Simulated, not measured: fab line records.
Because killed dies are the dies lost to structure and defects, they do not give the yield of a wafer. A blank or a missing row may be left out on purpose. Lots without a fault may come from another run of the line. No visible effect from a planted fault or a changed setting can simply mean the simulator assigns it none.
A lot that was struck, set against a sound lot + flow n5Finfet + 14 out of 1938 route steps
Sound: wafers L150.2, L150.4, L150.6. Struck: wafer L153.5 (left out: L153.2, L153.4 of the same lot, which were not struck); the cause appears at the end.
At each step with rows: each side's tool, then ch and its chambers, then its first start. Under that, the readings that differ: sound wafers + struck wafers + difference of the means + sigmas: that difference in standard deviations of wafers without a fault.
alike: same words and numbers on both sides, and readings whose means sit less than 2 such deviations apart. not compared: any withheld reading, any reading some wafer has no value for, any bound like >300 that may hide the same value, and any number with overlapping values for which the record gives no deviation.
Wherever a step has rows on one side only, a row that says differs or no value, or a row with sigmas, the two part there. When numbers do not overlap yet have no deviation, they are printed without sigmas and do not part them. A reading missing from all wafers of one side parts the sides only when that side holds two or more wafers.

N5_BEOL_M8_VIA_ETCH_34: etches SiCOH lowk in C4F6/O2, target depth 125.5 nm, time 50.5 s.
  sound on rieDiel-01 ch 1,2,3, day 12 09:57; struck on rieDiel-06 ch 2, day 12 21:07
  alike: drypumpMotorCurrentA, oes_ar_750_au, oesProductAu, rfVppV, showerheadPlenumPTorr, throttleValvePct
  not compared: rfHoursCounterH
then, 1 step without rows for these wafers: N5_BEOL_M8_STRIP_76 (strips in C4F6/O2).
N5_BEOL_M8_STRIP_36: strips in N2/H2.
  sound on rieDiel-01 ch 1,2,3, day 12 10:00; struck on rieDiel-06 ch 2, day 12 21:11
  alike: biasPowerW, drypumpMotorCurrentA, oesProductAu, rfVppV, showerheadPlenumPTorr, throttleValvePct
  not compared: rfHoursCounterH
N5_BEOL_M8_TRENCH_ETCH_37: etches SiCOH lowk in C4F6/O2, target depth 93.478 nm, time 31.2 s.
  sound on rieDiel-01 ch 1,2,3; struck on rieDiel-06 ch 2
  alike: drypumpMotorCurrentA, oes_ar_750_au, oesProductAu, rfVppV, showerheadPlenumPTorr, throttleValvePct
  not compared: rfHoursCounterH
N5_BEOL_M8_ETCH_41: etches SiCN in CH3F/O2, target depth 31.9 nm, time 57.8 s.
  sound on rieDiel-01 ch 1,2,3; struck on rieDiel-06 ch 2
  alike: CH3F_flow_sccm, drypumpMotorCurrentA, oesProductAu, rfVppV, showerheadPlenumPTorr, throttleValvePct
  not compared: rfHoursCounterH
then, 1 step without rows for these wafers: N5_BEOL_M8_STRIP_80 (strips in N2/H2, time 10 s).
N5_BEOL_M8_OCD_MEAS_38:
  sound on ocd-02 at day 12 10:12; struck on ocd-02 at day 12 21:23
  alike: trenchDepthNm
then, 4 steps without rows for these wafers: N5_BEOL_M8_HM_STRIP_39 (strips TiN in peroxide tin strip, target depth 25 nm, time 158 s); N5_BEOL_M8_SRD_40 (time 30 s); N5_BEOL_M8_PRECLEAN_42 (cleans in residue remover, time 60 s); N5_BEOL_M8_SRD_43 (time 30 s).
N5_BEOL_M8_CD_MEAS_35: target cd 40 nm.
  sound on cdSem-02 at day 12 10:21; struck on cdSem-02 at day 12 21:32
  alike: cdNm
N5_BEOL_M8_CURE_75: cures SiCOH lowk, time 120 s.
  sound on uvCure-02 ch 1, day 12 10:26; struck on uvCure-02 ch 0, day 12 21:52
| reading          | sound             | struck | difference | sigmas |
|------------------|-------------------|--------|------------|--------|
| lampPowerPct (%) | 52.28 52.47 52.40 | 50.94  | -1.44      | -24    |
| runLengthS (s)   | 177.9 178.4 177.7 | 148.7  | -29.3      | -18    |
  alike: wafer_temp_C_max
N5_BEOL_M8_DEGAS_44: time 60 s.
  sound on pvdSputter-01 at day 12 11:26; struck on pvdSputter-01 at day 12 22:38
  alike: heaterPowerW

## WHERE THEY PART
Only at N5_BEOL_M8_CURE_75, within this record. Later steps at which nothing parts them and some readings are alike: N5_BEOL_M8_DEGAS_44.

WHY: what had been put in by the simulator
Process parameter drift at N5_BEOL_M8_CURE_75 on uvCure-02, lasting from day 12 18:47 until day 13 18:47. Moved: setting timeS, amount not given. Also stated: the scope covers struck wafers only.
